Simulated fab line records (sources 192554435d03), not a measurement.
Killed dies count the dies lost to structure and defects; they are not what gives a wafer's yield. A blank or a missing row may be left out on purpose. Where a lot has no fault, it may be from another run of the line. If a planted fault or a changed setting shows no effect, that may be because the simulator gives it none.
Problem report, 8D (eight disciplines) form, completed by code    flow n5Finfet    the parts of the form that need people (team, actions taken, sign-off) are left out

## 1. PROBLEM STATEMENT
M2_ILD_THK at N5_BEOL_M2_THK_MEAS_01 reads a mean of 54.8 nm on 3 wafers of 2 lots; wafers without a fault read 78.4 nm with a standard deviation of 1.2. Measured from the usual mean, that is -20 standard deviations.
First observed at day 7 18:33: wafer L464.4, on filmMetro-02. The record holds 30 wafers of 10 lots with a number at this step. Rule for "out", or "out of limits": more than 4 standard deviations from the usual mean. The rest of the wafers with a number are treated as sound.

## 2. WHAT IT IS; WHAT IT IS NOT
question                     is                      is not
which readings at this step  M2_ILD_THK              -
which lots                   L464, L465              L461, L468, L474, L477, L478, L479, L481, L482
which wafers of those lots   L464.4, L465.2, L465.3  L464.1, L464.5, L465.5
read on which gauges         filmMetro-02            filmMetro-01
when                         from day 7 18:33        up to then (5 sound wafers); but 22 sound wafers of L465, L468, L474, L477, L478, L479, L481, L482 came after

## 3. SUSPECTS, AND WHAT RULES EACH OUT
Counting: any tool at a process step up to the reading remains a suspect provided it ran every lot that is out. Sound lots after the first of them don't rule it out here, since some wafers of a struck lot are sound.
- the gauge at N5_BEOL_M2_THK_MEAS_01 has been ruled out. All the wafers that are out were read on filmMetro-02, but those of them that N5_PASSIVATION_PROBE_49 has rows for are out there too, on other tools.
- pecvd-04 at N5_BEOL_M2_ILD_DEP_00 (deposits SiOC from DEMS/O2, target thk 79 nm, time 15.3 s): kept. It processed each lot that is out (first: L464, day 7 18:28); up to then, its last sound lot is L461 (day 7 00:20).
Remaining after the count: pecvd-04 at N5_BEOL_M2_ILD_DEP_00.

## 4. THE CAUSE (what the simulator had put in)
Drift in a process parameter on pecvd-04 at N5_BEOL_M2_ILD_DEP_00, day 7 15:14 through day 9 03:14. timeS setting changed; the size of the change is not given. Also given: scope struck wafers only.
Counting left only this tool.

## 5. SEQUENCE OF EFFECTS, ordered by route
Each row: a reading where the mean over the struck wafers with a number is more than 3 standard deviations away from the usual. Scope: only readings with a usual standard deviation given in the record; hours: median across lots of the time from each lot's start at the first step in this table that gives one to its start at this step; sigmas: change in usual standard deviations.
hours  step                     reading             usual    on struck wafers  change  sigmas
0      N5_BEOL_M2_THK_MEAS_01   M2_ILD_THK          78.4 nm  54.8              -23.6   -20
130    N5_PASSIVATION_PROBE_49  defectLimitedYield  91.1 %   65.6              -25.5   -20
130    N5_PASSIVATION_PROBE_49  killed_at_M0_to_M3  35       338               +303    +28
130    N5_PASSIVATION_PROBE_49  killedDies          106      406               +300    +20
130    N5_PASSIVATION_PROBE_49  killedOnRim         14       128               +114    +31
130    N5_PASSIVATION_PROBE_49  sortNPass           1074     774               -300    -20
130    N5_PASSIVATION_PROBE_49  sortYieldPct        91.0 %   65.6              -25.4   -20
Process steps it contains:
- N5_PASSIVATION_PROBE_49
Later measuring or inspecting steps at which every struck wafer that the step has a row for has a number for every such reading, and none has moved that far: N5_BEOL_M4_RC_MEAS_101.

## 6. WHAT WOULD HAVE CAUGHT IT SOONER
Counted from the fault's start at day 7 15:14, it took 3 hours until the first out-of-limits reading at a measuring or inspecting step in this record, taken at day 7 18:33.
No tool reading at N5_BEOL_M2_ILD_DEP_00 that has a usual standard deviation in the record was out on any struck wafer, so an alarm limit of 4 standard deviations on those readings would not have fired.
L465, from the lots that are out (2), started N5_BEOL_M2_ILD_DEP_00 on pecvd-04 later than day 7 18:33. A tool hold placed at that time would have kept it from harm.
